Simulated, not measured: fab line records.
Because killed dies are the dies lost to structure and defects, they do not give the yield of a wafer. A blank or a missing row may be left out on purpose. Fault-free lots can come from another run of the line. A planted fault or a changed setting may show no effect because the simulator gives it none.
Matching of chambers :: flow n5-finfet :: 4 sister chambers for N5_BEOL_M5_STRIP_64 on rie-diel-03
The step strips in CF4. 8 wafers are shown with their chamber, then 8 later ones without.

## EACH WAFER AND ITS CHAMBER
wafer: L077.3
chamber: 3
showerhead-plenum-p-Torr (Torr): 1.68
oes-product-au (a.u.): 0.76

wafer: L080.3
chamber: 0
showerhead-plenum-p-Torr (Torr): 1.85
oes-product-au (a.u.): 0.70

wafer: L078.1
chamber: 0
showerhead-plenum-p-Torr (Torr): 1.85
oes-product-au (a.u.): 0.69

wafer: L078.3
chamber: 2
showerhead-plenum-p-Torr (Torr): 1.86
oes-product-au (a.u.): 0.74

wafer: L078.6
chamber: 2
showerhead-plenum-p-Torr (Torr): 1.86
oes-product-au (a.u.): 0.74

wafer: L082.4
chamber: 3
showerhead-plenum-p-Torr (Torr): 1.67
oes-product-au (a.u.): 0.75

wafer: L082.6
chamber: 1
showerhead-plenum-p-Torr (Torr): 1.85
oes-product-au (a.u.): 0.73

wafer: L092.1
chamber: 1
showerhead-plenum-p-Torr (Torr): 1.84
oes-product-au (a.u.): 0.72

## WAFERS WITHOUT THEIR CHAMBER
wafer: L092.4
showerhead-plenum-p-Torr (Torr): 1.84
oes-product-au (a.u.): 0.71

wafer: L092.6
showerhead-plenum-p-Torr (Torr): 1.85
oes-product-au (a.u.): 0.73

wafer: L093.1
showerhead-plenum-p-Torr (Torr): 1.67
oes-product-au (a.u.): 0.73

wafer: L093.4
showerhead-plenum-p-Torr (Torr): 1.84
oes-product-au (a.u.): 0.70

wafer: L093.5
showerhead-plenum-p-Torr (Torr): 1.85
oes-product-au (a.u.): 0.72

wafer: L096.2
showerhead-plenum-p-Torr (Torr): 1.66
oes-product-au (a.u.): 0.73

wafer: L096.3
showerhead-plenum-p-Torr (Torr): 1.85
oes-product-au (a.u.): 0.71

wafer: L096.6
showerhead-plenum-p-Torr (Torr): 1.84
oes-product-au (a.u.): 0.93

## THE CHAMBER EACH PASSED THROUGH
wafer: L092.4
from the rows above: can't be placed: 1 or 0
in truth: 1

wafer: L092.6
from the rows above: can't be placed: 1 or 2
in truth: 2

wafer: L093.1
from the rows above: 3
in truth: 3

wafer: L093.4
from the rows above: 0
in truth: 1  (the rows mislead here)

wafer: L093.5
from the rows above: 1
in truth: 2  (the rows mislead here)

wafer: L096.2
from the rows above: 3
in truth: 3

wafer: L096.3
from the rows above: can't be placed: 0 or 1
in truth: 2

wafer: L096.6
from the rows above: 2
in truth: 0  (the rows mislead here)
Correctly placed: 2 of 8. These rows do not allow placing 3 (true chamber among the candidates in 2). 3 placed wrongly.
How it was worked out, from the rows above alone: a wafer's distance from a chamber is the root of the sum, over the readings, of the square of ((its reading less the chamber's mean) divided by the reading's scatter). The wafer belongs to the nearest chamber; if the next one is less than 2 further off, it can't be placed. The mean given for a chamber averages the wafers shown for that chamber. The scatter: the root of (the sum of the squares of (reading less its chamber's mean) over the shown wafers, divided by (wafers less chambers)).
